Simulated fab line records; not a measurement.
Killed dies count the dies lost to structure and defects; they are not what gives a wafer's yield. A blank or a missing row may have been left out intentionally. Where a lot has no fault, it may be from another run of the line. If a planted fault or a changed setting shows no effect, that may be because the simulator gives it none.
fab line records	flow nand-harc	part 1 of 2: steps 1 to 4 of 6
record: lots: 20	wafers: 60	last-day: 24
route steps=1159 shown A_CHANNEL_FILL_D1@499 A_STAIRCASE@531
lots that met no fault: from a run of the same line without faults
start-h: hours from the record's first day to the start of the lot's first wafer shown	wait-h: hours elapsed since this lot's preceding step	" as in the row above	L1.1+2: several wafers, shown together as one row	- either no value or no given start	* or withheld: withheld	< > ~ a bound
route shown NAME@n: a module of which the file shows steps, and the number in the route of the first	usual: the fault-free wafers' mean and standard deviation	same: alike in all rows	chamber/n: place in a boat	sites: readings site by site	_std_site: the values' standard deviation	_edge_site: outer sites' mean less inner sites'	radius-mm: for every site, how far away it sits from the centre of the wafer	mask NAME#n: copy n	behind: the most recent tool/chamber to have shaped the wafer	hold: the reason the lot was held/the length of the hold in hours/how it ended	device: transistor that didn't switch, given as n, p or np	end of line: at the end of the route, the tests of the same wafers	a step without rows: its recipe alone	killed: the dies lost at the first sort to structure and to defects; this is not the yield of the wafer	map: per-die view of a wafer (x killed, . not killed, _ where there is no die)
set.NAME: setting as actually run; set.NAME@STEP: the setting as run at that earlier step	model.NAME: the simulator's own value behind a step, which no gauge read
route steps across a sampled set of lots; one table per step, one row per wafer
services: the hour from which a tool's chamber was out of use, counted from the record's first day as start-h (under 0 if before that day), plus the number of hours and why
== steps ==
step: NHARC_A_CHANNEL_FILL_D1_ETCHBACK_19
recipe: target-depth-a: 50	time-s: 1.7	hbr-flow-sccm: 150	cl2-flow-sccm: 50	rf-w: 400	icp-w: 400	bias-w: 100	chemistry: HBr/Cl2
usual: drypump-motor-current-A: 5.7/0.57	he-backside-leak-sccm: 2.7/0.33	oes-product-au: 1.006/0.018	throttle-valve-pct: 26.407/0.0084
lot.wafer	tool	chamber	start-h	wait-h	drypump-motor-current-A	he-backside-leak-sccm	oes-product-au	rf-hours-counter-h	throttle-valve-pct
L074.1	rie-si-03	1	209.95	0.4	5.2	2.2	1.002	0.5	26.410
L074.4	"	3	"	"	5.2	2.4	0.998	0.4	26.410
L074.5	"	1	"	"	5.2	2.4	1.004	-	26.420
L075.2	rie-si-04	2	216.38	0.4	5.3	2.4	0.992	0.8	26.428
L075.3	"	3	"	"	6.6	2.7	1.035	0.8	26.413
L075.4	"	0	"	"	6.1	2.7	1.000	0.9	26.420
L077.1	rie-si-04	2	220.17	0.4	5.3	2.4	0.994	0.9	26.408
L077.4	"	1	"	"	4.9	2.4	0.984	1.0	26.416
L077.5	"	3	"	"	6.6	3.0	1.025	-	26.408
L076.2	rie-si-03	2	220.19	0.4	5.2	3.0	1.003	0.7	26.414
L076.1	"	3	"	"	5.2	2.4	1.000	0.6	26.400
L076.6	"	0	"	"	6.5	2.3	1.020	-	26.393
L078.3	rie-si-02	1	230.28	0.4	5.4	2.5	1.016	0.1	26.408
L078.5	"	2	"	"	5.4	2.8	0.996	-	26.409
L078.6	"	3	"	"	5.9	2.8	1.030	-	26.390
L081.4	rie-si-02	1	253.05	0.4	5.4	2.6	1.019	0.3	26.398
L081.2	"	2	"	"	5.4	2.8	0.994	0.3	26.406
L081.5	"	0	"	"	6.5	3.2	1.017	-	26.414
L082.2	rie-si-03	3	253.07	0.4	5.2	2.3	1.001	0.7	26.409
L082.5	"	0	"	"	6.5	2.5	1.022	-	26.411
L082.6	"	1	"	"	5.2	2.3	1.010	-	26.400
L083.2	rie-si-04	3	260.24	0.4	6.6	2.7	1.021	1.4	26.397
L083.4	"	1	"	"	4.9	2.6	0.986	1.4	26.417
L083.3	"	2	"	"	5.3	2.4	0.988	1.3	26.408
L085.2	rie-si-02	2	281.29	0.4	5.5	2.9	1.006	0.5	26.420
L085.1	"	3	"	"	5.8	2.8	1.029	0.5	26.409
L085.3	"	0	"	"	6.5	3.1	1.036	0.5	26.385
L087.1	rie-si-03	2	281.33	0.4	5.2	2.8	0.985	1.2	26.397
L087.6	"	3	"	"	5.2	2.4	0.984	-	26.396
L087.4	"	2	"	"	5.2	2.9	0.987	-	26.399
L088.1	rie-si-02	0	293.45	0.4	6.5	3.1	1.035	0.6	26.420
L088.4	"	2	"	"	5.5	3.0	1.000	0.6	26.413
L088.2	"	3	"	"	5.8	2.9	1.040	0.6	26.416
L090.3	rie-si-02	2	300.11	0.4	5.5	3.1	0.985	0.7	26.407
L090.4	"	3	"	"	5.8	2.8	1.026	0.6	26.396
L090.1	"	1	"	"	5.4	2.7	1.016	0.7	26.396
L089.2	rie-si-03	2	300.12	0.4	5.2	3.1	0.997	1.3	26.417
L089.3	"	3	"	"	5.2	2.3	0.979	1.1	26.415
L089.5	"	1	"	"	5.2	2.2	0.998	-	26.401
L091.4	rie-si-03	0	304.88	0.4	6.5	2.5	0.996	1.3	26.421
L091.2	"	1	"	"	5.2	2.5	0.992	1.5	26.406
L091.5	"	2	"	"	5.3	2.7	0.979	-	26.400
L092.3	rie-si-03	3	313.99	0.4	5.2	2.4	0.986	1.3	26.406
L092.6	"	0	"	"	6.5	2.5	1.015	-	26.424
L092.5	"	1	"	"	5.2	2.4	0.999	-	26.401
L093.3	rie-si-03	2	321.96	0.4	5.2	2.9	0.987	1.5	26.407
L093.4	"	3	"	"	5.2	2.3	0.968	1.3	26.407
L093.2	"	1	"	"	5.2	2.4	1.002	1.6	26.408
L094.3	rie-si-04	2	321.96	0.4	5.3	2.4	0.986	0.3	26.397
L094.1	"	3	"	"	6.6	2.7	1.026	0.4	26.392
L094.5	"	3	"	"	6.6	2.8	1.029	-	26.414
L096.3	rie-si-04	2	335.10	0.4	5.3	2.4	0.993	0.5	26.410
L096.4	"	0	"	"	6.1	2.8	0.987	0.5	26.402
L096.6	"	2	"	"	5.3	2.4	0.993	-	26.409
L097.4	rie-si-04	3	341.29	0.4	6.6	2.8	1.004	0.5	26.410
L097.2	"	0	"	"	6.1	2.6	0.991	0.5	26.415
L097.5	"	3	"	"	6.6	2.9	1.004	-	26.408
L095.3	rie-si-02	1	341.31	0.4	5.4	2.7	1.015	1.1	26.402
L095.2	"	2	"	"	5.5	3.1	1.013	1.1	26.415
L095.5	"	0	"	"	6.5	2.9	1.026	-	26.402
step: NHARC_A_STAIRCASE_ETCH_169
recipe: target-depth-a: 500	time-s: 107.1	ion-energy-ev: 120	ch3f-flow-sccm: 50	o2-flow-sccm: 30	ar-flow-sccm: 200	rf-w: 500	bias-w: 100	chemistry: CH3F/O2
usual: drypump-motor-current-A: 5.7/0.34	mfc-ar-sccm: 199.9/0.59	oes-product-au: 0.958/0.021	rf-vpp-V: 244.7/1.5	showerhead-plenum-p-Torr: 2.49/0.093	throttle-valve-pct: 20.663/0.009
lot.wafer	tool	chamber	start-h	wait-h	drypump-motor-current-A	mfc-ar-sccm	oes-product-au	rf-hours-counter-h	rf-vpp-V	showerhead-plenum-p-Torr	throttle-valve-pct
L074.1	rie-diel-11	2	238.62	0.1	5.6	200.3	0.975	16	244.4	2.38	20.658
L074.4	"	1	"	"	5.8	200.8	0.963	15	245.2	2.41	20.659
L074.5	"	2	"	"	5.6	199.6	0.970	-	243.0	2.38	20.664
L075.4	rie-diel-13	3	241.33	0.1	5.4	199.2	0.969	45	242.9	2.40	20.655
L075.2	"	0	"	"	6.6	201.2	0.986	45	247.2	2.64	20.654
L075.3	"	1	"	"	5.5	200.4	0.954	44	244.6	2.51	20.665
L076.2	rie-diel-01	3	246.41	0.1	6.1	199.0	0.956	37	246.4	2.51	20.657
L076.1	"	0	"	"	5.4	200.2	0.955	32	244.7	2.51	20.668
L076.6	"	2	"	"	5.8	200.4	0.965	-	247.6	2.59	20.661
L077.4	rie-diel-13	3	246.68	1.5	5.5	199.7	0.932	47	244.8	2.40	20.660
L077.1	"	2	"	"	5.2	200.8	0.941	53	244.1	2.50	20.663
L077.5	"	3	"	"	5.5	199.4	0.951	-	242.5	2.40	20.663
L078.3	rie-diel-01	1	255.40	0.1	5.8	198.8	0.972	35	240.0	2.32	20.667
L078.5	"	1	"	"	5.9	199.2	0.980	-	242.2	2.32	20.672
L078.6	"	2	"	"	5.8	199.6	0.997	-	245.8	2.59	20.658
L082.2	rie-diel-11	2	277.89	0.1	5.6	200.2	0.951	32	241.9	2.38	20.659
L082.5	"	2	"	"	5.6	200.3	0.948	-	243.7	2.38	20.648
L082.6	"	3	"	"	5.8	200.8	0.951	-	244.5	2.55	20.658
L081.2	rie-diel-01	0	282.36	0.1	5.4	200.1	0.963	47	244.6	2.50	20.670
L081.4	"	1	"	"	5.9	201.3	0.947	46	242.0	2.32	20.648
L081.5	"	3	"	"	6.1	199.5	0.965	-	244.2	2.50	20.655
L083.4	rie-diel-01	2	285.34	0.1	5.8	199.3	0.923	52	245.5	2.59	20.671
L083.3	"	0	"	"	5.4	200.4	0.921	48	244.9	2.50	20.667
L083.2	"	1	"	"	5.9	199.8	0.924	47	243.6	2.32	20.671
L087.4	rie-diel-11	1	306.13	0.1	5.8	200.0	0.972	40	242.1	2.40	20.664
L087.1	"	3	"	"	5.8	200.0	0.935	40	246.2	2.55	20.659
L087.6	"	1	"	"	5.8	199.3	0.970	-	243.9	2.40	20.668
L085.2	rie-diel-11	2	306.47	0.1	5.6	198.8	0.982	43	242.7	2.37	20.655
L085.1	"	3	"	"	5.8	200.4	0.965	40	244.7	2.55	20.667
L085.3	"	0	"	"	5.5	200.1	0.972	39	245.6	2.58	20.661
L088.1	rie-diel-13	2	319.17	0.1	5.2	199.8	0.985	14	244.3	2.48	20.670
L088.2	"	3	"	"	5.5	200.7	0.984	13	243.0	2.39	20.659
L088.4	"	0	"	"	6.6	200.2	0.975	12	246.5	2.63	20.668
L090.1	rie-diel-11	2	325.15	0.1	5.6	200.1	0.913	49	243.0	2.37	20.667
L090.4	"	3	"	"	5.8	200.4	0.907	47	245.6	2.55	20.666
L090.3	"	0	"	"	5.5	199.2	0.929	46	245.6	2.58	20.651
L089.2	rie-diel-11	0	325.25	0.1	5.4	199.4	0.952	46	246.2	2.58	20.653
L089.3	"	2	"	"	5.6	199.6	0.934	49	242.6	2.37	20.666
L089.5	"	0	"	"	5.4	198.7	0.952	-	245.2	2.58	20.663
L091.4	rie-diel-13	1	329.77	0.1	5.5	199.3	0.941	17	244.2	2.49	20.668
L091.2	"	2	"	"	5.2	200.3	0.986	17	244.3	2.48	20.666
L091.5	"	1	"	"	5.5	199.3	0.950	-	244.9	2.49	20.676
L092.3	rie-diel-13	2	339.69	0.1	5.2	200.6	0.988	21	246.2	2.48	20.682
L092.6	"	3	"	"	5.4	201.3	0.970	-	244.4	2.39	20.658
L092.5	"	0	"	"	6.6	200.1	1.010	-	246.4	2.63	20.660
L093.2	rie-diel-11	3	347.10	0.1	5.8	200.4	0.950	55	245.2	2.54	20.653
L093.4	"	0	"	"	5.5	199.7	0.969	54	245.6	2.58	20.675
L093.3	"	2	"	"	5.6	199.3	0.966	56	241.9	2.37	20.661
L094.1	rie-diel-01	0	347.27	0.1	5.3	199.7	0.938	11	245.5	2.49	20.662
L094.3	"	2	"	"	5.8	199.8	0.950	9	246.2	2.58	20.667
L094.5	"	0	"	"	5.3	198.9	0.942	-	243.4	2.49	20.675
L096.4	rie-diel-01	2	359.94	0.1	5.8	199.8	0.978	14	247.3	2.58	20.664
L096.3	"	1	"	"	5.9	200.2	0.989	15	241.8	2.31	20.655
L096.6	"	2	"	"	5.8	199.9	0.979	-	244.7	2.58	20.641
L097.4	rie-diel-01	1	369.18	0.1	5.9	200.3	0.976	17	240.8	2.31	20.660
L097.2	"	2	"	"	5.8	200.1	0.965	15	246.7	2.58	20.672
L097.5	"	1	"	"	5.8	199.7	0.977	-	243.5	2.31	20.676
L095.2	rie-diel-13	1	369.37	0.1	5.5	199.9	0.959	32	244.6	2.49	20.685
L095.3	"	2	"	"	5.2	200.1	0.968	32	243.1	2.48	20.670
L095.5	"	0	"	"	6.7	200.7	0.980	-	247.6	2.62	20.657
step: NHARC_A_STAIRCASE_DESCUM_11
recipe: time-s: 3	o2-flow-sccm: 200	ar-flow-sccm: 0	bias-power-w: 0	chemistry: O2
usual: drypump-motor-current-A: 5.7/0.37	mfc-ar-sccm: 0.008/0.012	oes-product-au: 1.003/0.011	rf-vpp-V: 57.9/0.91	showerhead-plenum-p-Torr: 1.94/0.072	throttle-valve-pct: 11.311/0.009
lot.wafer	tool	chamber	start-h	wait-h	drypump-motor-current-A	mfc-ar-sccm	oes-product-au	rf-hours-counter-h	rf-vpp-V	showerhead-plenum-p-Torr	throttle-valve-pct
L074.1	rie-diel-11	3	240.46	-	5.8	0.020	0.991	16	57.9	2.00	11.302
L074.4	"	0	"	"	5.4	0	0.996	15	57.3	2.02	11.308
L074.5	"	3	"	"	5.8	0.020	0.979	-	56.4	2.00	11.308
L075.4	rie-diel-11	0	242.94	-	5.5	0	1.001	17	58.2	2.02	11.292
L075.2	"	1	"	"	5.8	0	0.996	17	57.5	1.87	11.315
L075.3	"	3	"	"	5.8	0.020	0.986	17	58.0	1.99	11.300
L076.1	rie-diel-01	2	248.14	-	5.8	0.035	1.012	37	58.8	2.02	11.293
L076.2	"	0	"	"	5.4	0.018	1.010	34	57.7	1.95	11.312
L076.6	"	2	"	"	5.8	0.035	1.015	-	57.3	2.02	11.314
L077.4	rie-diel-11	2	248.51	-	5.6	0.004	0.999	21	58.0	1.85	11.300
L077.1	"	3	"	"	5.8	0.020	0.984	20	57.3	1.99	11.311
L077.5	"	0	"	"	5.5	0	1.008	-	58.0	2.02	11.310
L078.3	rie-diel-01	0	257.20	-	5.4	0.018	1.002	37	58.6	1.95	11.307
L078.5	"	1	"	"	5.8	0.024	0.994	-	57.3	1.80	11.318
L078.6	"	2	"	"	5.8	0.035	1.013	-	57.7	2.02	11.321
L082.2	rie-diel-11	1	280.92	-	5.8	0	0.984	31	58.2	1.87	11.295
L082.6	"	1	"	"	5.8	0	0.982	-	57.8	1.87	11.304
L082.5	"	2	"	"	5.6	0.004	0.985	-	55.9	1.85	11.320
L081.2	rie-diel-11	3	284.28	-	5.8	0.020	0.999	33	58.0	1.99	11.300
L081.4	"	0	"	"	5.5	0	1.002	32	59.8	2.02	11.327
L081.5	"	2	"	"	5.6	0.004	1.002	-	58.1	1.85	11.321
L083.4	rie-diel-11	0	287.08	-	5.5	0	1.015	34	59.1	2.02	11.309
L083.2	"	1	"	"	5.8	0	0.993	34	57.2	1.87	11.300
L083.3	"	2	"	"	5.6	0.004	0.999	37	57.1	1.84	11.317
L087.1	rie-diel-13	3	307.92	-	5.4	0	1.003	7	58.0	1.86	11.295
L087.4	"	1	"	"	5.5	0	1.001	8	59.1	1.95	11.314
L087.6	"	3	"	"	5.5	0	1.006	-	56.8	1.86	11.325
L085.2	rie-diel-01	2	308.22	-	5.8	0.035	1.001	59	57.9	2.01	11.311
L085.3	"	0	"	"	5.4	0.018	0.993	57	57.6	1.94	11.319
L085.1	"	1	"	"	5.9	0.024	1.003	56	57.6	1.80	11.303
L088.4	rie-diel-13	0	320.93	-	6.6	0	1.032	13	59.5	2.05	11.329
L088.1	"	1	"	"	5.5	0	0.999	13	57.2	1.94	11.307
L088.2	"	3	"	"	5.5	0	1.012	13	58.9	1.86	11.324
L090.4	rie-diel-13	1	326.93	-	5.5	0	1.002	16	59.2	1.94	11.291
L090.3	"	2	"	"	5.2	0.000	1.026	16	57.3	1.93	11.311
L090.1	"	3	"	"	5.5	0	1.008	16	58.0	1.86	11.312
L089.3	rie-diel-01	1	327.11	-	5.9	0.024	1.004	2	58.4	1.80	11.321
L089.2	"	2	"	"	5.8	0.035	0.998	1	59.9	2.01	11.315
L089.5	"	0	"	"	5.4	0.018	0.989	-	57.2	1.94	11.332
L091.4	rie-diel-13	1	331.55	-	5.4	0	1.002	18	58.3	1.94	11.310
L091.2	"	2	"	"	5.2	0.000	1.017	18	56.7	1.93	11.309
L091.5	"	0	"	"	6.6	0	1.020	-	58.9	2.05	11.313
L092.3	rie-diel-01	1	341.60	-	5.8	0.024	1.005	8	56.6	1.79	11.315
L092.6	"	3	"	"	6.1	0	0.989	-	57.6	1.94	11.307
L092.5	"	0	"	"	5.3	0.018	0.991	-	58.9	1.94	11.306
L093.2	rie-diel-13	2	348.87	-	5.2	0.000	1.014	25	57.8	1.93	11.300
L093.4	"	3	"	"	5.4	0	0.999	25	57.7	1.86	11.317
L093.3	"	0	"	"	6.6	0	1.013	24	58.3	2.05	11.311
L094.1	rie-diel-11	3	349.21	-	5.8	0.020	0.992	55	58.5	1.98	11.300
L094.3	"	0	"	"	5.5	0	1.020	54	58.4	2.01	11.291
L094.5	"	1	"	"	5.8	0	1.002	-	56.8	1.86	11.299
L096.4	rie-diel-13	1	361.87	-	5.5	0	1.001	30	57.6	1.94	11.310
L096.3	"	2	"	"	5.2	0.000	1.015	30	57.4	1.93	11.306
L096.6	"	1	"	"	5.4	0	1.000	-	58.2	1.94	11.332
L097.2	rie-diel-13	1	370.92	-	5.5	0	1.014	33	59.0	1.94	11.306
L097.4	"	3	"	"	5.5	0	1.004	32	57.3	1.86	11.304
L097.5	"	1	"	"	5.5	0	1.008	-	58.5	1.94	11.293
L095.3	rie-diel-13	3	371.11	-	5.4	0	1.002	32	57.9	1.86	11.304
L095.2	"	1	"	"	5.5	0	1.000	33	57.6	1.94	11.311
L095.5	"	0	"	"	6.6	0	1.025	-	56.6	2.05	11.304
step: NHARC_A_STAIRCASE_TRIM_200
recipe: time-s: 211.2	o2-flow-sccm: 500	ar-flow-sccm: 0	bias-w: 0	chemistry: O2
usual: drypump-motor-current-A: 5.7/0.4	mfc-ar-sccm: 0.007/0.011	oes-product-au: 1.001/0.013	rf-vpp-V: 57.9/0.87	showerhead-plenum-p-Torr: 3.57/0.13	throttle-valve-pct: 17.037/0.0085
lot.wafer	tool	chamber	start-h	wait-h	drypump-motor-current-A	mfc-ar-sccm	oes-product-au	rf-hours-counter-h	rf-vpp-V	showerhead-plenum-p-Torr	throttle-valve-pct
L074.1	rie-diel-11	2	-	-	5.6	0.004	0.995	21	57.1	3.42	17.047
L074.4	"	0	"	"	5.5	0	0.994	19	58.6	3.71	17.044
L074.5	"	2	"	"	5.6	0.004	0.998	-	58.7	3.42	17.034
L075.3	rie-diel-13	0	-	-	6.7	0	1.016	48	57.8	3.78	17.039
L075.2	"	1	"	"	5.4	0	0.993	48	57.8	3.59	17.032
L075.4	"	2	"	"	5.2	0.000	1.005	54	57.8	3.58	17.030
L076.1	rie-diel-11	3	-	-	5.8	0.020	0.999	22	58.8	3.67	17.033
L076.2	"	1	"	"	5.8	0	0.978	21	57.6	3.46	17.035
L076.6	"	3	"	"	5.9	0.020	0.982	-	58.0	3.66	17.050
L077.4	rie-diel-13	0	-	-	6.6	0	1.013	51	59.5	3.78	17.031
L077.1	"	1	"	"	5.5	0	1.005	50	57.6	3.59	17.047
L077.5	"	3	"	"	5.5	0	1.005	-	58.0	3.45	17.048
L078.3	rie-diel-11	0	-	-	5.5	0	1.000	23	57.2	3.71	17.038
L078.6	"	2	"	"	5.6	0.004	1.001	-	57.5	3.42	17.025
L078.5	"	0	"	"	5.5	0	0.994	-	58.9	3.71	17.045
L082.2	rie-diel-01	1	-	-	5.9	0.024	0.997	48	57.3	3.33	17.028
L082.6	"	0	"	"	5.4	0.018	1.004	-	58.5	3.59	17.034
L082.5	"	1	"	"	5.8	0.024	1.001	-	59.1	3.33	17.037
L081.2	rie-diel-13	3	-	-	5.5	0	0.994	2	57.8	3.44	17.039
L081.4	"	1	"	"	5.5	0	1.007	2	58.7	3.59	17.032
L081.5	"	2	"	"	5.2	0.000	1.024	-	59.1	3.57	17.044
L083.2	rie-diel-13	1	-	-	5.5	0	1.012	4	58.5	3.58	17.037
L083.4	"	3	"	"	5.5	0	1.002	4	58.3	3.44	17.025
L083.3	"	0	"	"	6.7	0	1.013	4	58.2	3.77	17.029
L085.3	rie-diel-13	0	-	-	6.7	0	1.025	11	58.9	3.77	17.040
L085.1	"	2	"	"	5.2	0.000	1.016	12	57.8	3.56	17.042
L085.2	"	3	"	"	5.5	0	1.005	11	58.2	3.44	17.045
L087.1	rie-diel-11	3	-	-	5.8	0.020	0.987	44	57.0	3.65	17.051
L087.4	"	0	"	"	5.5	0	0.999	43	56.6	3.70	17.033
L087.6	"	3	"	"	5.8	0.020	0.971	-	58.7	3.65	17.039
L088.2	rie-diel-11	0	-	-	5.5	0	1.005	48	57.7	3.70	17.038
L088.4	"	1	"	"	5.8	0	1.000	47	57.5	3.44	17.033
L088.1	"	2	"	"	5.6	0.004	1.000	50	58.6	3.40	17.048
L090.1	rie-diel-13	1	-	-	5.5	0	1.009	18	59.1	3.58	17.039
L090.3	"	3	"	"	5.5	0	0.991	18	58.0	3.44	17.032
L090.4	"	0	"	"	6.6	0	1.021	18	58.9	3.77	17.041
L089.3	rie-diel-01	3	-	-	6.1	0	0.981	4	57.8	3.58	17.030
L089.2	"	0	"	"	5.4	0.018	0.971	5	57.8	3.58	17.039
L089.5	"	3	"	"	6.1	0	0.980	-	58.2	3.58	17.024
L091.4	rie-diel-01	0	-	-	5.4	0.018	0.988	9	55.6	3.58	17.036
L091.2	"	3	"	"	6.2	0	0.985	7	58.9	3.58	17.040
L091.5	"	1	"	"	5.9	0.024	1.004	-	58.2	3.32	17.041
L092.3	rie-diel-01	0	-	-	5.4	0.018	0.993	12	57.9	3.57	17.046
L092.6	"	1	"	"	5.9	0.024	1.007	-	58.0	3.32	17.025
L092.5	"	2	"	"	5.8	0.035	0.990	-	58.2	3.69	17.042
L093.2	rie-diel-13	3	-	-	5.5	0	1.003	27	58.0	3.43	17.056
L093.4	"	0	"	"	6.6	0	1.026	27	59.0	3.76	17.032
L093.3	"	2	"	"	5.2	0.000	1.008	28	58.3	3.56	17.036
L094.1	rie-diel-01	2	-	-	5.8	0.035	0.997	12	57.5	3.69	17.029
L094.3	"	0	"	"	5.4	0.018	0.997	16	55.5	3.57	17.028
L094.5	"	2	"	"	5.9	0.035	0.993	-	58.9	3.69	17.045
L096.4	rie-diel-13	2	-	-	5.2	0.000	1.011	32	56.3	3.55	17.039
L096.3	"	3	"	"	5.5	0	0.990	31	56.7	3.43	17.029
L096.6	"	1	"	"	5.5	0	1.007	-	57.3	3.57	17.042
L097.2	rie-diel-11	3	-	-	5.8	0.020	0.987	0	57.9	3.64	17.020
L097.4	"	1	"	"	5.8	0	0.985	0	56.7	3.44	17.026
L097.5	"	2	"	"	5.6	0.004	1.015	-	57.0	3.40	17.023
L095.3	rie-diel-13	1	-	-	5.5	0	1.010	37	58.6	3.57	17.027
L095.2	"	3	"	"	5.5	0	0.988	38	56.6	3.43	17.024
L095.5	"	1	"	"	5.5	0	1.006	-	58.1	3.57	17.042
